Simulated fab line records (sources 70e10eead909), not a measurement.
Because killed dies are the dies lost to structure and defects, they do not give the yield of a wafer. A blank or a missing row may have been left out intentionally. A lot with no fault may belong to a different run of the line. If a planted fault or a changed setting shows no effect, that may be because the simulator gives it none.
Matching of chambers	flow nand-harc	NHARC_A_STAIRCASE_TRIM_12 on rie-diel-11: 4 sister chambers
The step chemistry O2, time 211.2 s. 8 wafers are shown with their chamber, then 10 later ones without.

== WAFERS, EACH WITH ITS CHAMBER ==
wafer	chamber	showerhead-plenum-p-Torr (Torr)	drypump-motor-current-A (A)
L075.5	3	3.76	5.9
L079.1	0	3.30	5.1
L079.2	1	3.36	6.4
L080.1	2	3.69	4.8
L080.5	0	3.30	5.1
L080.6	3	3.75	6.0
L085.1	1	3.36	6.4
L085.3	2	3.69	4.8

== WAFERS WITH NO CHAMBER GIVEN ==
wafer	showerhead-plenum-p-Torr (Torr)	drypump-motor-current-A (A)
L085.5	3.30	5.1
L086.1	3.35	6.4
L086.3	3.74	5.9
L086.5	3.74	5.9
L089.3	3.29	5.1
L089.4	3.74	5.9
L089.5	3.74	6.0
L090.1	3.35	6.4
L090.2	3.74	5.9
L090.3	3.29	5.1

== EACH ONE'S CHAMBER ==
wafer	from the rows above	in truth
L085.5	0	0
L086.1	1	1
L086.3	3	3
L086.5	3	3
L089.3	0	0
L089.4	3	3
L089.5	3	3
L090.1	1	1
L090.2	3	3
L090.3	0	0
Correct placement for 10 of the 10. Not placeable from these rows: 0. Number placed wrongly: 0.
How it was worked out, from the rows above alone: a wafer's distance from a chamber is the root of the sum, over the readings, of the square of ((its reading less the chamber's mean) divided by the reading's scatter). If the next closest chamber is less than 2 further off than the closest, the wafer can't be placed; otherwise it belongs to the closest. A chamber's mean is the mean of its shown wafers. The scatter: take each reading less its chamber's mean, square it, sum over the shown wafers, divide by the number of wafers less the number of chambers, and take the root.
